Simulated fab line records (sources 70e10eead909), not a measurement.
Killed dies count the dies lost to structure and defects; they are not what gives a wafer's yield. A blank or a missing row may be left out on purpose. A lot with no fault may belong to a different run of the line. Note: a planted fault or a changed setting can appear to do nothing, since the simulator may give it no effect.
Matching of chambers :: flow nandHarc :: NHARC_P_M0_DESCUM_14 on rieDiel-13: 4 sister chambers
The step chemistry O2, time 3 s. 8 wafers are shown with their chamber, then 8 later ones without.

== EACH WAFER AND ITS CHAMBER ==
wafer: L392.6
chamber: 2
showerheadPlenumPTorr (Torr): 2.01
oesProductAu (a.u.): 1.015

wafer: L394.4
chamber: 2
showerheadPlenumPTorr (Torr): 2.01
oesProductAu (a.u.): 1.003

wafer: L401.2
chamber: 1
showerheadPlenumPTorr (Torr): 1.97
oesProductAu (a.u.): 0.997

wafer: L401.6
chamber: 3
showerheadPlenumPTorr (Torr): 1.97
oesProductAu (a.u.): 0.994

wafer: L404.3
chamber: 3
showerheadPlenumPTorr (Torr): 1.97
oesProductAu (a.u.): 1.010

wafer: L404.4
chamber: 1
showerheadPlenumPTorr (Torr): 1.97
oesProductAu (a.u.): 1.007

wafer: L404.5
chamber: 0
showerheadPlenumPTorr (Torr): 1.92
oesProductAu (a.u.): 1.011

wafer: L405.3
chamber: 0
showerheadPlenumPTorr (Torr): 1.91
oesProductAu (a.u.): 1.009

== WAFERS WHOSE CHAMBER IS MISSING ==
wafer: L405.4
showerheadPlenumPTorr (Torr): 2.00
oesProductAu (a.u.): 1.004

wafer: L405.5
showerheadPlenumPTorr (Torr): 1.97
oesProductAu (a.u.): 1.009

wafer: L407.2
showerheadPlenumPTorr (Torr): 1.91
oesProductAu (a.u.): 1.016

wafer: L407.5
showerheadPlenumPTorr (Torr): 1.97
oesProductAu (a.u.): 1.007

wafer: L407.6
showerheadPlenumPTorr (Torr): 2.00
oesProductAu (a.u.): 1.019

wafer: L408.1
showerheadPlenumPTorr (Torr): 2.00
oesProductAu (a.u.): 1.002

wafer: L408.3
showerheadPlenumPTorr (Torr): 1.97
oesProductAu (a.u.): 1.009

wafer: L408.6
showerheadPlenumPTorr (Torr): 1.91
oesProductAu (a.u.): 1.004

== CHAMBER TAKEN BY EACH ==
wafer: L405.4
from the rows above: 2
in truth: 2

wafer: L405.5
from the rows above: can't be placed: 1 or 3
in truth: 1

wafer: L407.2
from the rows above: 0
in truth: 0

wafer: L407.5
from the rows above: can't be placed: 1 or 3
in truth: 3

wafer: L407.6
from the rows above: 2
in truth: 2

wafer: L408.1
from the rows above: 2
in truth: 2

wafer: L408.3
from the rows above: can't be placed: 1 or 3
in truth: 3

wafer: L408.6
from the rows above: 0
in truth: 0
5 of 8 placed correctly. From these rows, 3 cannot be placed; in 3 the true chamber is one of the candidates. Number placed wrongly: 0.
How it was worked out, from the rows above alone: a wafer's distance from a chamber is the root of the sum, over the readings, of the square of ((its reading less the chamber's mean) divided by the reading's scatter). The wafer belongs to the nearest chamber; if the next one is less than 2 further off, it can't be placed. For every chamber, the mean is computed from those of its wafers that are shown. How the scatter is found: for the shown wafers, subtract from each reading the mean of its chamber, square and add these, divide the total by (wafers less chambers), then take the root.
